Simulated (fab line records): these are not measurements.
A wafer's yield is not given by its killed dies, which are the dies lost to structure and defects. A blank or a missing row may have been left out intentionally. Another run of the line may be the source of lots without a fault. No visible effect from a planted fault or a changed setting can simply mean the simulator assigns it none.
One fault through the eyes of 2 desks | flow n5_finfet | what lay behind the numbers comes last; until then each desk has only its own

TOOL OWNER'S DESK, pecvd-04
The tool's own readings at N5_BEOL_M4_DEP_57 (deposits SiCN from 3MS/NH3, target thk 8 nm, time 14 s): means of the sampled wafers that have a number, for each lot that ran on this tool. The brackets show how far a lot's mean lies from the usual mean; more than 4 standard deviations puts the lot out of limits, marked OUT.
Columns: A = showerhead_plenum_p_Torr at N5_BEOL_M4_DEP_57, usual 3.667 Torr; B = throttle_valve_pct at N5_BEOL_M4_DEP_57, usual 9.1 %
lot  | first seen here | A     | B
L850 | day 10 00:52    | 3.678 | 9.0
L853 | day 10 09:06    | 3.667 | 9.0
L854 | day 11 02:24    | 3.669 | 9.0
L864 | day 13 12:07    | 3.670 | 9.0
Finding of this desk: none of the 4 lots has anything out of limits.

FROM THE METROLOGY DESK
Means of the sampled wafers that have a number, per lot and without regard to the tool the lot ran on: this is what the gauges read. The brackets show how far a lot's mean lies from the usual mean; more than 4 standard deviations puts the lot out of limits, marked OUT. Readings shown: 7 of its 12, picked as those furthest out on some lot.
Columns: A = M4_THK at N5_BEOL_M4_THK_MEAS_53, usual 40.1 nm; B = M4_RS at N5_BEOL_M4_RS_MEAS_58, usual 0.68 ohm/sq; C = ION_N at N5_BEOL_M4_RC_MEAS_101, usual 671 uA/um; D = ION_P at N5_BEOL_M4_RC_MEAS_101, usual 460 uA/um; E = SS_P at N5_BEOL_M4_RC_MEAS_101, usual 73.2 mV/dec; F = VT_N at N5_BEOL_M4_RC_MEAS_101, usual 250 mV; G = VT_P at N5_BEOL_M4_RC_MEAS_101, usual -251 mV
lot  | first seen here | A    | B    | C   | D   | E    | F   | G
L843 | day 7 22:29     | 41.7 | 0.65 | 672 | 455 | 72.9 | 250 | -253
L850 | day 10 00:40    | 40.4 | 0.67 | 666 | 451 | 73.1 | 252 | -255
L853 | day 10 08:55    | 39.5 | 0.70 | 670 | 467 | 72.5 | 252 | -248
L854 | day 11 02:12    | 38.3 | 0.74 | 678 | 458 | 74.4 | 249 | -253
L859 | day 12 04:43    | 37.4 | 0.74 | 682 | 469 | 73.6 | 246 | -248
L862 | day 12 19:11    | 39.4 | 0.70 | 681 | 474 | 73.9 | 248 | -247
L864 | day 13 11:49    | 41.7 | 0.64 | 653 | 455 | 72.3 | 257 | -256
Finding of this desk: none of the 7 lots has anything out of limits.

PUT TOGETHER
Nothing out of limits was seen by the tool owner's desk.
Nothing out of limits was seen by the metrology desk.

WHAT THE SIMULATOR PUT IN
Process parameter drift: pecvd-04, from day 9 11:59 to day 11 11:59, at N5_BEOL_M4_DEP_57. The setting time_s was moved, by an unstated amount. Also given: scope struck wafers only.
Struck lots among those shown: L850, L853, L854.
